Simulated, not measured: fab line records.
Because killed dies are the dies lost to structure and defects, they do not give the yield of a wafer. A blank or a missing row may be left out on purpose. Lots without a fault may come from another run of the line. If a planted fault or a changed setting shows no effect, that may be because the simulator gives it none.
fab line records	flow nand-harc
[record] lots = 24	wafers = 72	last-day = 34
route steps=1302 shown A_CONTACT@1079 A_M0@1158 A_M1@1185
lots that met no fault: from a run of the same line without faults
start-h: the number of hours between the record's first day and the start of the first shown wafer of the lot	wait-h: time in hours since the lot's previous step	" repeats the value in the row above	L1.1+2: one row covering several wafers at once	- no value, or no start was given	* or withheld: withheld	< > ~ a bound
route shown NAME@n: NAME is a module with steps in the file, n the number in the route of the first one	usual: average and standard deviation across the fault-free wafers	same: alike in all rows	chamber/n: place in a boat	sites: the reading at each site	_std_site: standard deviation of those values	_edge_site: the outer-site mean with the inner-site mean subtracted	radius-mm: how far each site lies from the wafer's centre	mask NAME#n: copy n	behind: the last tool/chamber to shape the wafer	hold: why the lot was held/for how many hours/how that ended	device: transistor that didn't switch, given as n, p or np	end of line: at the end of the route, the tests of the same wafers	where a step has no rows: the recipe by itself	killed: dies that structure and defects cost at the first sort, which is not the same as the wafer's yield	map: the dies of a wafer, with x for killed, . for not killed, _ for no die there
set.NAME: the setting that was run; set.NAME@STEP: the one run at that earlier step	model.NAME: the simulator's own value behind a step, which no gauge read
one table for each step of the route and one row for each wafer, over a sample of lots
services: from which hour (start-h, from the record's first day; less than 0 if before it) a tool's chamber was out of use, for how many hours, and why
[[steps]]
[step NHARC_A_CONTACT_OVL_MEAS_09]
[usual] overlay-x-nm = 0.1/0.69	overlay-y-nm = -0.1/0.7
lot.wafer	tool	chamber	start-h	wait-h	overlay-x-nm	overlay-y-nm
L075.1	overlay-02	-	511.34	-	-0.6	0.1
L075.2	"	-	"	"	-1.1	-0.4
L075.6	"	-	"	"	-1.1	0.5
L074.1	overlay-01	-	515.24	-	0.4	0.8
L074.2	"	-	"	"	0.6	1.1
L074.6	"	-	"	"	0.3	1.5
L076.3	overlay-02	-	527.07	-	1.1	-0.3
L076.4	"	-	"	"	1.2	-0.5
L076.5	"	-	"	"	0.4	-0.5
L077.1	overlay-01	-	540.57	-	1.5	0.3
L077.2	"	-	"	"	0.9	0.2
L077.4	"	-	"	"	1.3	0.6
L078.2	overlay-02	-	542.96	-	-0.2	0.3
L078.5	"	-	"	"	0.1	-0.1
L078.6	"	-	"	"	-0.3	0.1
L079.2	overlay-01	-	554.16	-	-0.4	-0.4
L079.3	"	-	"	"	-0.6	-0.1
L079.4	"	-	"	"	0.2	-0.2
L080.2	overlay-02	-	565.37	-	0.3	-0.2
L080.4	"	-	"	"	0.1	0.9
L080.6	"	-	"	"	-0.3	-0.1
L081.1	overlay-01	-	568.91	-	0.6	0.7
L081.5	"	-	"	"	-0.1	0.6
L081.6	"	-	"	"	-0.4	0.6
L082.1	overlay-01	-	594.81	-	-0.6	-1.1
L082.4	"	-	"	"	-0.6	-0.5
L082.5	"	-	"	"	-0.4	-0.9
L083.1	overlay-01	-	603.43	-	-0.2	-0.7
L083.3	"	-	"	"	-0.4	0.5
L083.5	"	-	"	"	-0.2	0.3
L084.2	overlay-01	-	609.51	-	1.5	-1.3
L084.5	"	-	"	"	0.8	-0.2
L084.6	"	-	"	"	1.5	-0.3
L086.2	overlay-02	-	616.77	-	-0.2	-0.7
L086.4	"	-	"	"	-0.1	0.3
L086.5	"	-	"	"	-0.8	0.8
L085.2	overlay-01	-	617.17	-	-0.4	-0.8
L085.3	"	-	"	"	0.0	-1.5
L085.5	"	-	"	"	-0.1	-0.9
L087.1	overlay-02	-	647.41	-	-0.2	-0.5
L087.2	"	-	"	"	0.3	-1.0
L087.5	"	-	"	"	0.7	-0.5
L088.1	overlay-01	-	649.18	-	1.2	1.5
L088.3	"	-	"	"	0.6	1.5
L088.4	"	-	"	"	0.8	1.3
L089.1	overlay-01	-	685.97	-	1.6	0.0
L089.5	"	-	"	"	1.5	0.1
L089.6	"	-	"	"	1.1	0.0
L090.1	overlay-02	-	687.17	-	-0.3	-0.7
L090.3	"	-	"	"	0.6	-0.6
L090.5	"	-	"	"	-0.1	-0.9
L091.4	overlay-02	-	698.99	-	0.8	-0.7
L091.5	"	-	"	"	0.2	-0.6
L091.6	"	-	"	"	0.8	-0.6
L092.1	overlay-02	-	702.87	-	0.1	-0.3
L092.3	"	-	"	"	-0.1	0.2
L092.5	"	-	"	"	-0.4	0.0
L094.2	overlay-02	-	704.95	-	0.0	-1.0
L094.3	"	-	"	"	0.2	-1.0
L094.5	"	-	"	"	-0.2	-1.2
L093.2	overlay-01	-	708.37	-	0.5	0.2
L093.5	"	-	"	"	0.5	0.6
L093.6	"	-	"	"	0.2	0.0
L096.1	overlay-02	-	725.11	-	0.6	-1.1
L096.4	"	-	"	"	0.3	-1.3
L096.6	"	-	"	"	0.2	-0.9
L097.2	overlay-01	-	727.80	-	-0.1	-0.6
L097.3	"	-	"	"	0.1	-0.2
L097.4	"	-	"	"	0.0	-0.2
L095.1	overlay-02	-	734.06	-	-0.6	0.0
L095.4	"	-	"	"	-1.3	-0.1
L095.6	"	-	"	"	-1.1	0.0
[step NHARC_A_CONTACT_DESCUM_13]
[recipe] time-s = 3	o2-flow-sccm = 200	ar-flow-sccm = 0	bias-power-w = 0	chemistry = O2
[usual] drypump-motor-current-A = 5.8/0.39	oes-product-au = 0.998/0.013	rf-vpp-V = 57.8/0.93	showerhead-plenum-p-Torr = 1.93/0.089	throttle-valve-pct = 11.312/0.0088
lot.wafer	tool	chamber	start-h	wait-h	drypump-motor-current-A	oes-product-au	rf-hours-counter-h	rf-vpp-V	showerhead-plenum-p-Torr	throttle-valve-pct
L075.1	rie-diel-02	2	511.44	0.1	5.9	1.013	22	58.2	1.83	11.322
L075.2	"	0	"	"	5.5	0.977	21	59.5	1.97	11.316
L075.6	"	2	"	"	5.9	1.002	-	56.9	1.83	11.310
L074.2	rie-diel-03	1	515.33	0.1	6.1	1.021	11	57.7	2.07	11.316
L074.1	"	0	"	"	6.2	1.032	12	56.7	1.86	11.316
L074.6	"	2	"	"	6.0	0.991	-	57.2	1.82	11.321
L076.4	rie-diel-02	3	527.18	0.1	5.5	1.011	25	56.5	2.00	11.329
L076.3	"	0	"	"	5.6	0.980	24	57.5	1.97	11.317
L076.5	"	1	"	"	5.2	1.004	-	58.1	1.91	11.303
L077.1	rie-diel-02	2	540.67	0.1	5.9	1.005	27	57.7	1.83	11.307
L077.2	"	3	"	"	5.5	1.020	27	57.6	2.00	11.315
L077.4	"	1	"	"	5.2	1.008	18	58.1	1.91	11.308
L078.2	rie-diel-02	0	543.09	0.1	5.5	0.993	27	57.8	1.97	11.297
L078.6	"	1	"	"	5.2	1.008	-	58.6	1.91	11.326
L078.5	"	2	"	"	5.9	0.991	-	57.7	1.83	11.349
L079.2	rie-diel-03	0	554.27	0.1	6.1	1.013	26	58.7	1.85	11.321
L079.4	"	1	"	"	6.2	0.991	25	57.5	2.07	11.309
L079.3	"	2	"	"	6.0	0.990	29	58.4	1.81	11.315
L080.4	rie-diel-13	2	565.46	0.1	6.5	1.000	14	55.3	1.89	11.297
L080.2	"	3	"	"	5.6	0.998	15	57.7	2.07	11.309
L080.6	"	3	"	"	5.6	0.996	-	57.7	2.07	11.315
L081.1	rie-diel-13	0	569.02	0.1	6.3	1.013	15	58.0	1.94	11.310
L081.5	"	2	"	"	6.5	0.997	-	57.1	1.89	11.304
L081.6	"	3	"	"	5.6	0.987	-	58.4	2.07	11.308
L082.1	rie-diel-02	0	594.91	0.1	5.5	0.973	2	58.3	1.97	11.312
L082.4	"	1	"	"	5.2	1.012	3	58.1	1.90	11.307
L082.5	"	1	"	"	5.2	1.002	-	56.2	1.90	11.314
L083.3	rie-diel-02	1	603.53	0.1	5.2	1.006	6	58.5	1.90	11.300
L083.1	"	0	"	"	5.5	0.988	6	57.8	1.97	11.305
L083.5	"	2	"	"	5.9	0.989	-	57.1	1.82	11.314
L084.2	rie-diel-13	3	609.63	0.1	5.6	0.989	27	58.7	2.07	11.312
L084.5	"	1	"	"	6.4	0.994	-	58.4	2.05	11.316
L084.6	"	2	"	"	6.5	0.994	-	57.5	1.88	11.306
L086.4	rie-diel-02	1	616.87	0.1	5.2	1.019	8	56.8	1.90	11.328
L086.2	"	3	"	"	5.5	0.998	8	57.2	2.00	11.311
L086.5	"	2	"	"	5.9	0.979	-	58.7	1.82	11.302
L085.2	rie-diel-13	3	617.28	0.1	5.6	0.991	29	56.6	2.07	11.302
L085.3	"	1	"	"	6.4	0.999	25	58.7	2.05	11.310
L085.5	"	3	"	"	5.6	0.989	-	56.7	2.07	11.315
L087.1	rie-diel-03	0	647.50	0.1	6.1	1.014	0	57.3	1.84	11.311
L087.2	"	2	"	"	6.0	0.984	0	57.0	1.80	11.313
L087.5	"	1	"	"	6.2	0.991	-	60.3	2.06	11.320
L088.1	rie-diel-02	3	649.29	0.1	5.5	1.006	11	55.5	2.00	11.328
L088.3	"	1	"	"	5.2	1.010	11	56.5	1.90	11.306
L088.4	"	2	"	"	5.9	0.990	-	55.4	1.82	11.323
L089.1	rie-diel-02	3	686.10	0.1	5.5	0.994	14	58.2	2.00	11.321
L089.6	"	0	"	"	5.5	0.976	-	58.3	1.96	11.314
L089.5	"	1	"	"	5.2	0.999	-	58.5	1.90	11.309
L090.1	rie-diel-13	1	687.28	0.1	6.4	0.992	52	58.3	2.04	11.321
L090.3	"	2	"	"	6.5	1.012	56	57.3	1.87	11.312
L090.5	"	3	"	"	5.5	0.995	-	58.4	2.06	11.318
L091.4	rie-diel-03	2	699.10	0.1	6.0	0.997	17	57.6	1.79	11.303
L091.6	"	0	"	"	6.1	1.017	-	57.0	1.84	11.305
L091.5	"	1	"	"	6.2	0.988	-	58.1	2.05	11.320
L092.3	rie-diel-02	1	703.03	0.1	5.2	1.010	20	57.5	1.90	11.308
L092.1	"	3	"	"	5.5	1.003	17	58.6	2.00	11.313
L092.5	"	1	"	"	5.2	1.011	-	58.2	1.90	11.303
L094.2	rie-diel-03	2	705.05	0.1	6.0	0.993	20	56.4	1.79	11.302
L094.3	"	0	"	"	6.2	1.005	21	57.1	1.83	11.308
L094.5	"	2	"	"	6.0	0.997	-	58.1	1.79	11.310
L093.2	rie-diel-03	1	708.53	0.1	6.2	0.978	25	58.4	2.05	11.323
L093.6	"	2	"	"	6.0	0.990	-	56.7	1.79	11.314
L093.5	"	3	"	"	5.9	1.004	-	58.7	1.99	11.323
L096.1	rie-diel-13	3	725.21	0.1	5.5	1.009	7	57.6	2.05	11.310
L096.4	"	2	"	"	6.5	1.023	8	57.7	1.87	11.317
L096.6	"	0	"	"	6.3	1.010	-	59.4	1.93	11.302
L097.4	rie-diel-03	3	727.90	0.1	5.9	0.985	27	57.4	1.98	11.306
L097.3	"	0	"	"	6.2	1.025	30	56.5	1.83	11.313
L097.2	"	1	"	"	6.2	0.975	33	57.8	2.05	11.324
L095.4	rie-diel-02	2	734.17	0.1	5.9	0.975	23	57.9	1.82	11.309
L095.1	"	3	"	"	5.5	0.998	21	58.5	2.00	11.311
L095.6	"	0	"	"	5.5	0.984	-	58.1	1.96	11.304
[step NHARC_A_CONTACT_ETCH_30]
[recipe] target-depth-a = 726	time-s = 36.3	cf4-flow-sccm = 100	chf3-flow-sccm = 30	ar-flow-sccm = 0	rf-w = 500	bias-w = 200	chemistry = CF4/CHF3
[usual] drypump-motor-current-A = 5.8/0.38	oes-product-au = 0.934/0.021	rf-vpp-V = 371.2/2.5	showerhead-plenum-p-Torr = 1.59/0.07	throttle-valve-pct = 16.802/0.0088
lot.wafer	tool	chamber	start-h	wait-h	drypump-motor-current-A	oes-product-au	rf-hours-counter-h	rf-vpp-V	showerhead-plenum-p-Torr	throttle-valve-pct
L075.2	rie-diel-02	3	-	-	5.5	0.935	22	373.6	1.65	16.800
L075.1	"	0	"	"	5.5	0.925	21	374.6	1.62	16.806
L075.6	"	1	"	"	5.2	0.927	-	372.4	1.57	16.803
L074.1	rie-diel-03	3	-	-	5.9	0.964	11	373.5	1.65	16.798
L074.2	"	1	"	"	6.2	0.968	11	374.4	1.70	16.822
L074.6	"	3	"	"	5.9	0.965	-	373.2	1.65	16.805
L076.4	rie-diel-02	2	-	-	5.9	0.930	25	368.1	1.51	16.814
L076.3	"	1	"	"	5.2	0.935	16	370.4	1.57	16.786
L076.5	"	2	"	"	5.9	0.930	-	368.6	1.51	16.787
L077.2	rie-diel-02	2	-	-	5.8	0.917	27	366.9	1.51	16.811
L077.1	"	3	"	"	5.5	0.948	27	373.2	1.64	16.794
L077.4	"	0	"	"	5.6	0.919	26	371.5	1.62	16.788
L078.2	rie-diel-02	2	-	-	5.9	0.932	27	367.8	1.51	16.790
L078.5	"	3	"	"	5.5	0.946	-	371.4	1.64	16.797
L078.6	"	0	"	"	5.6	0.916	-	370.8	1.62	16.795
L079.3	rie-diel-03	2	-	-	6.0	0.913	29	368.7	1.49	16.793
L079.2	"	3	"	"	5.9	0.909	30	373.7	1.64	16.797
L079.4	"	0	"	"	6.2	0.943	26	368.4	1.53	16.793
L080.4	rie-diel-13	3	-	-	5.6	0.912	15	372.7	1.70	16.795
L080.2	"	0	"	"	6.3	0.936	14	370.1	1.60	16.795
L080.6	"	3	"	"	5.6	0.918	-	374.2	1.70	16.813
L081.1	rie-diel-13	0	-	-	6.3	0.948	15	371.0	1.60	16.801
L081.5	"	3	"	"	5.6	0.923	-	375.3	1.70	16.801
L081.6	"	0	"	"	6.3	0.940	-	371.1	1.60	16.798
L082.1	rie-diel-02	1	-	-	5.2	0.940	4	371.1	1.57	16.798
L082.4	"	2	"	"	5.9	0.918	4	367.1	1.50	16.794
L082.5	"	2	"	"	5.8	0.914	-	368.9	1.50	16.808
L083.1	rie-diel-02	3	-	-	5.5	0.928	6	372.8	1.64	16.802
L083.3	"	1	"	"	5.2	0.930	6	370.7	1.57	16.790
L083.5	"	2	"	"	5.9	0.917	-	367.9	1.50	16.782
L084.2	rie-diel-13	0	-	-	6.3	0.954	25	372.3	1.60	16.801
L084.6	"	0	"	"	6.3	0.944	-	370.9	1.60	16.826
L084.5	"	1	"	"	6.4	0.919	-	375.3	1.68	16.809
L086.2	rie-diel-02	2	-	-	5.9	0.907	8	367.7	1.50	16.801
L086.5	"	1	"	"	5.2	0.926	-	368.9	1.56	16.805
L086.4	"	2	"	"	5.9	0.906	-	368.5	1.50	16.805
L085.3	rie-diel-13	2	-	-	6.5	0.923	27	369.7	1.55	16.800
L085.2	"	1	"	"	6.4	0.921	25	375.1	1.68	16.801
L085.5	"	1	"	"	6.4	0.922	-	375.4	1.68	16.804
L087.1	rie-diel-03	3	-	-	5.9	0.971	0	374.1	1.64	16.808
L087.2	"	2	"	"	6.0	0.964	0	366.1	1.48	16.819
L087.5	"	3	"	"	5.9	0.973	-	372.2	1.63	16.813
L088.1	rie-diel-02	3	-	-	5.5	0.977	11	371.2	1.64	16.794
L088.3	"	1	"	"	5.2	0.968	12	370.7	1.56	16.806
L088.4	"	1	"	"	5.2	0.976	-	370.8	1.56	16.797
L089.1	rie-diel-02	3	-	-	5.5	0.925	14	372.4	1.64	16.807
L089.6	"	1	"	"	5.2	0.930	-	371.4	1.56	16.796
L089.5	"	2	"	"	5.9	0.926	-	367.4	1.50	16.801
L090.3	rie-diel-13	0	-	-	6.3	0.937	46	370.7	1.59	16.803
L090.1	"	2	"	"	6.4	0.934	57	369.6	1.54	16.798
L090.5	"	3	"	"	5.6	0.916	-	375.3	1.68	16.814
L091.4	rie-diel-03	3	-	-	5.9	0.925	16	372.2	1.63	16.806
L091.6	"	2	"	"	6.0	0.923	-	369.1	1.48	16.802
L091.5	"	3	"	"	5.9	0.932	-	370.8	1.63	16.814
L092.3	rie-diel-02	2	-	-	5.9	0.913	19	368.6	1.50	16.806
L092.1	"	1	"	"	5.2	0.933	20	369.5	1.56	16.813
L092.5	"	3	"	"	5.5	0.933	-	372.7	1.64	16.810
L094.3	rie-diel-03	2	-	-	6.0	0.921	20	368.1	1.48	16.820
L094.2	"	3	"	"	5.9	0.937	19	371.6	1.63	16.795
L094.5	"	2	"	"	6.0	0.919	-	368.0	1.48	16.807
L093.2	rie-diel-03	0	-	-	6.2	0.929	24	368.5	1.51	16.800
L093.6	"	1	"	"	6.2	0.910	-	373.6	1.68	16.806
L093.5	"	2	"	"	6.0	0.918	-	367.5	1.48	16.812
L096.1	rie-diel-13	2	-	-	6.5	0.976	8	370.4	1.54	16.800
L096.4	"	3	"	"	5.5	0.958	7	373.4	1.68	16.809
L096.6	"	2	"	"	6.5	0.992	-	371.1	1.54	16.810
L097.4	rie-diel-03	0	-	-	6.1	0.971	30	368.7	1.51	16.822
L097.2	"	1	"	"	6.2	0.969	33	374.7	1.68	16.795
L097.3	"	2	"	"	6.0	0.972	30	369.9	1.48	16.789
L095.1	rie-diel-02	0	-	-	5.5	0.912	23	373.6	1.61	16.797
L095.4	"	2	"	"	5.9	0.907	24	368.5	1.50	16.789
L095.6	"	0	"	"	5.5	0.905	-	371.3	1.61	16.802
[step NHARC_A_M0_PVD_20]
[recipe] target-thk-a = 50	bias-v = 168.6	power-w = 15000	chamber-pressure-pa = 0.12	time-s = 8.06	substrate-temp-c = 50	material = TaN
[usual] bias-v = 168.6/1.7	throttle-valve-pct = 29.9/0.74
lot.wafer	tool	chamber	start-h	wait-h	bias-v	throttle-valve-pct
L075.1	pvd-sputter-03	-	-	-	168.9	31.2
L075.2	"	-	"	"	165.3	29.8
L075.6	"	-	"	"	168.9	30.7
L074.2	pvd-sputter-01	-	-	-	167.9	29.3
L074.1	"	-	"	"	164.2	29.4
L074.6	"	-	"	"	167.9	28.1
L076.4	pvd-sputter-01	-	-	-	167.3	29.3
L076.3	"	-	"	"	170.2	29.5
L076.5	"	-	"	"	169.0	29.8
L077.1	pvd-sputter-03	-	-	-	166.6	30.9
L077.4	"	-	"	"	168.6	30.6
L077.2	"	-	"	"	170.2	30.4
L078.2	pvd-sputter-01	-	-	-	170.3	29.3
L078.6	"	-	"	"	166.8	29.5
L078.5	"	-	"	"	169.4	28.2
L079.4	pvd-sputter-01	-	-	-	168.3	29.6
L079.3	"	-	"	"	169.9	29.3
L079.2	"	-	"	"	170.8	28.1
L080.2	pvd-sputter-03	-	-	-	170.5	30.8
L080.4	"	-	"	"	170.2	29.7
L080.6	"	-	"	"	167.9	30.2
L081.1	pvd-sputter-02	-	-	-	169.4	31.0
L081.6	"	-	"	"	168.6	31.1
L081.5	"	-	"	"	167.3	30.7
L082.4	pvd-sputter-02	-	-	-	164.2	30.8
L082.1	"	-	"	"	171.7	29.4
L082.5	"	-	"	"	166.5	31.3
L083.3	pvd-sputter-01	-	-	-	168.7	28.8
L083.1	"	-	"	"	170.7	29.3
L083.5	"	-	"	"	170.2	28.7
L084.2	pvd-sputter-03	-	-	-	166.7	29.7
L084.6	"	-	"	"	169.7	30.0
L084.5	"	-	"	"	169.5	31.0
L086.4	pvd-sputter-01	-	-	-	170.9	30.3
L086.2	"	-	"	"	167.7	29.0
L086.5	"	-	"	"	170.5	30.0
L085.2	pvd-sputter-03	-	-	-	171.8	30.9
L085.3	"	-	"	"	170.5	30.7
L085.5	"	-	"	"	167.7	30.0
L087.2	pvd-sputter-02	-	-	-	169.8	29.8
L087.1	"	-	"	"	169.3	29.9
L087.5	"	-	"	"	171.3	30.5
L088.4	pvd-sputter-02	-	-	-	169.9	30.5
L088.1	"	-	"	"	165.8	30.1
L088.3	"	-	"	"	166.6	30.1
L089.1	pvd-sputter-02	-	-	-	167.9	30.3
L089.5	"	-	"	"	168.2	29.4
L089.6	"	-	"	"	171.1	30.5
L090.3	pvd-sputter-01	-	-	-	167.1	28.6
L090.1	"	-	"	"	166.7	29.1
L090.5	"	-	"	"	168.9	28.9
L091.4	pvd-sputter-02	-	-	-	170.7	30.2
L091.6	"	-	"	"	168.1	30.1
L091.5	"	-	"	"	169.1	29.8
L092.3	pvd-sputter-02	-	-	-	167.9	29.7
L092.1	"	-	"	"	170.2	29.9
L092.5	"	-	"	"	169.2	29.7
L094.2	pvd-sputter-03	-	-	-	168.1	30.1
L094.3	"	-	"	"	168.0	30.8
L094.5	"	-	"	"	166.2	31.0
L093.2	pvd-sputter-03	-	-	-	168.2	30.0
L093.5	"	-	"	"	168.1	30.6
L093.6	"	-	"	"	166.0	31.1
L096.1	pvd-sputter-02	-	-	-	171.4	29.9
L096.4	"	-	"	"	169.2	29.7
L096.6	"	-	"	"	169.0	30.4
L097.2	pvd-sputter-01	-	-	-	169.6	30.1
L097.4	"	-	"	"	171.6	28.5
L097.3	"	-	"	"	167.1	30.0
L095.1	pvd-sputter-01	-	-	-	168.6	29.9
L095.4	"	-	"	"	166.7	29.2
L095.6	"	-	"	"	166.0	29.1
[step NHARC_A_M0_CMP_23]
[recipe] t-overpolish-s = 20	target-thk-nm = 113.75
[usual] motor-current-A = 12.0/1.3	pad-life-wafers = 174/86	time-to-endpoint-s = 29/4.5
lot.wafer	tool	chamber	start-h	wait-h	motor-current-A	pad-life-wafers	time-to-endpoint-s
L075.2	cmp-01	1	523.61	-	10.0	120	30
L075.1	"	2	"	"	11.5	121	28
L075.6	"	1	"	"	9.9	-	29
L074.2	cmp-01	1	528.62	-	9.3	156	32
L074.1	"	0	"	"	14.0	159	30
L074.6	"	1	"	"	9.9	-	33
L076.3	cmp-02	3	539.55	-	11.7	37	24
L076.4	"	1	"	"	14.7	39	21
L076.5	"	3	"	"	12.1	-	21
L077.1	cmp-02	3	552.96	-	11.6	90	20
L077.4	"	1	"	"	14.5	92	21
L077.2	"	2	"	"	11.6	93	26
L078.2	cmp-04	2	555.41	-	10.1	222	24
L078.5	"	2	"	"	10.3	-	23
L078.6	"	3	"	"	13.1	-	26
L079.3	cmp-04	0	566.68	-	10.6	258	29
L079.2	"	1	"	"	12.6	259	33
L079.4	"	2	"	"	10.2	260	25
L080.4	cmp-02	3	577.66	-	11.7	193	22
L080.2	"	1	"	"	13.6	195	20
L080.6	"	3	"	"	12.4	-	23
L081.1	cmp-04	3	582.08	-	13.2	318	28
L081.5	"	3	"	"	13.4	-	28
L081.6	"	0	"	"	11.2	-	26
L082.1	cmp-01	3	607.55	-	12.2	84	30
L082.4	"	0	"	"	13.4	85	31
L082.5	"	3	"	"	13.4	-	31
L083.1	cmp-04	3	616.26	-	13.4	36	26
L083.3	"	1	"	"	12.9	38	30
L083.5	"	0	"	"	11.0	-	26
L084.2	cmp-01	1	622.12	-	10.1	141	31
L084.5	"	2	"	"	12.4	-	29
L084.6	"	3	"	"	13.1	-	30
L086.4	cmp-04	0	629.59	-	11.0	115	25
L086.2	"	2	"	"	10.3	117	23
L086.5	"	0	"	"	11.1	-	23
L085.2	cmp-04	1	630.14	-	13.1	120	32
L085.3	"	2	"	"	10.0	121	22
L085.5	"	2	"	"	9.9	-	26
L087.1	cmp-01	3	659.93	-	12.8	300	33
L087.2	"	0	"	"	13.7	301	31
L087.5	"	0	"	"	13.5	-	32
L088.1	cmp-04	1	662.36	-	12.1	246	30
L088.3	"	3	"	"	12.7	248	27
L088.4	"	0	"	"	10.5	249	24
L089.1	cmp-02	0	698.41	-	11.7	247	34
L089.6	"	3	"	"	11.8	-	24
L089.5	"	0	"	"	11.4	-	31
L090.3	cmp-01	1	699.95	-	10.0	43	36
L090.1	"	2	"	"	11.2	44	35
L090.5	"	1	"	"	10.0	-	36
L091.4	cmp-01	0	712.16	-	13.2	117	36
L091.6	"	1	"	"	10.3	-	38
L091.5	"	2	"	"	11.9	-	35
L092.1	cmp-02	0	715.32	-	11.5	336	31
L092.3	"	2	"	"	11.0	338	27
L092.5	"	0	"	"	11.9	-	31
L094.3	cmp-01	0	718.16	-	14.5	152	35
L094.2	"	1	"	"	9.8	153	35
L094.5	"	3	"	"	12.9	-	37
L093.2	cmp-01	3	721.52	-	13.0	169	37
L093.6	"	2	"	"	11.8	-	34
L093.5	"	3	"	"	12.4	-	32
L096.1	cmp-01	3	737.54	-	12.4	217	34
L096.4	"	1	"	"	10.0	219	32
L096.6	"	3	"	"	13.1	-	34
L097.2	cmp-01	0	740.36	-	14.5	223	32
L097.4	"	1	"	"	9.8	224	34
L097.3	"	2	"	"	11.0	225	32
L095.1	cmp-04	3	755.69	-	13.9	228	26
L095.4	"	0	"	"	11.2	229	23
L095.6	"	3	"	"	13.0	-	28
[step NHARC_A_M1_CD_MEAS_16]
[usual] cd-nm = 119.4/1
lot.wafer	tool	chamber	start-h	wait-h	cd-nm
L075.1	cd-sem-02	-	525.85	-	119.8
L075.2	"	-	"	"	119.0
L075.6	"	-	"	"	119.6
L074.1	cd-sem-02	-	530.86	-	121.1
L074.2	"	-	"	"	120.2
L074.6	"	-	"	"	120.5
L076.3	cd-sem-02	-	542.03	-	119.9
L076.4	"	-	"	"	117.7
L076.5	"	-	"	"	119.4
L077.1	cd-sem-02	-	555.38	-	120.2
L077.2	"	-	"	"	119.5
L077.4	"	-	"	"	119.6
L078.2	cd-sem-02	-	557.78	-	119.8
L078.5	"	-	"	"	119.7
L078.6	"	-	"	"	118.5
L079.2	cd-sem-02	-	569.04	-	119.9
L079.3	"	-	"	"	118.8
L079.4	"	-	"	"	120.6
L080.2	cd-sem-03	-	580.09	-	119.3
L080.4	"	-	"	"	118.2
L080.6	"	-	"	"	118.8
L081.1	cd-sem-03	-	584.32	-	119.2
L081.5	"	-	"	"	118.6
L081.6	"	-	"	"	121.6
L082.1	cd-sem-01	-	609.90	-	116.8
L082.4	"	-	"	"	118.3
L082.5	"	-	"	"	118.2
L083.1	cd-sem-03	-	618.62	-	118.3
L083.3	"	-	"	"	117.8
L083.5	"	-	"	"	118.7
L084.2	cd-sem-01	-	624.40	-	119.1
L084.5	"	-	"	"	119.4
L084.6	"	-	"	"	120.4
L086.2	cd-sem-03	-	631.92	-	118.2
L086.4	"	-	"	"	120.2
L086.5	"	-	"	"	119.3
L085.2	cd-sem-02	-	632.50	-	119.6
L085.3	"	-	"	"	118.8
L085.5	"	-	"	"	119.3
L087.1	cd-sem-03	-	662.16	-	119.3
L087.2	"	-	"	"	121.1
L087.5	"	-	"	"	119.5
L088.1	cd-sem-01	-	664.76	-	118.3
L088.3	"	-	"	"	118.5
L088.4	"	-	"	"	119.0
L089.1	cd-sem-03	-	700.74	-	118.5
L089.5	"	-	"	"	118.5
L089.6	"	-	"	"	118.1
L090.1	cd-sem-03	-	702.19	-	119.1
L090.3	"	-	"	"	120.5
L090.5	"	-	"	"	120.1
L091.4	cd-sem-03	-	714.29	-	121.0
L091.5	"	-	"	"	120.8
L091.6	"	-	"	"	119.3
L092.1	cd-sem-01	-	717.56	-	119.0
L092.3	"	-	"	"	118.5
L092.5	"	-	"	"	118.9
L094.2	cd-sem-03	-	720.34	-	120.8
L094.3	"	-	"	"	118.5
L094.5	"	-	"	"	120.1
L093.2	cd-sem-03	-	723.86	-	118.8
L093.5	"	-	"	"	118.7
L093.6	"	-	"	"	120.5
L096.1	cd-sem-03	-	739.87	-	118.2
L096.4	"	-	"	"	119.2
L096.6	"	-	"	"	118.7
L097.2	cd-sem-02	-	742.76	-	120.1
L097.3	"	-	"	"	119.9
L097.4	"	-	"	"	118.6
L095.1	cd-sem-02	-	764.79	-	121.1
L095.4	"	-	"	"	119.2
L095.6	"	-	"	"	120.8
[[services]]
tool	chamber	start-h	hours	kind
pvd-sputter-02	-	500.99	3.1	repair
cmp-04	-	503.00	4.0	pm
rie-diel-02	3	505.76	4.4	repair
pvd-sputter-02	-	509.15	2.1	repair
rie-diel-13	1	511.94	4.5	repair
rie-diel-13	-	519.68	9.0	pm
cmp-01	-	530.77	0.4	repair
cmp-01	-	561.35	0.3	repair
rie-diel-03	3	568.58	8.0	repair
rie-diel-02	-	570.79	9.0	pm
cmp-01	-	577.81	4.0	pm
pvd-sputter-01	-	582.00	10.0	pm
rie-diel-13	0	613.37	7.5	repair
cmp-01	-	613.43	0.4	repair
rie-diel-03	1	628.30	3.7	repair
rie-diel-13	0	632.18	10.7	repair
rie-diel-03	-	637.51	9.0	pm
rie-diel-13	1	639.12	3.0	repair
rie-diel-02	0	646.66	9.8	repair
cmp-01	-	661.25	3.6	repair
rie-diel-02	3	671.29	9.8	repair
cmp-01	-	675.81	4.0	pm
rie-diel-13	-	696.68	9.0	pm
rie-diel-02	-	747.79	9.0	pm
[[key]]
fault none
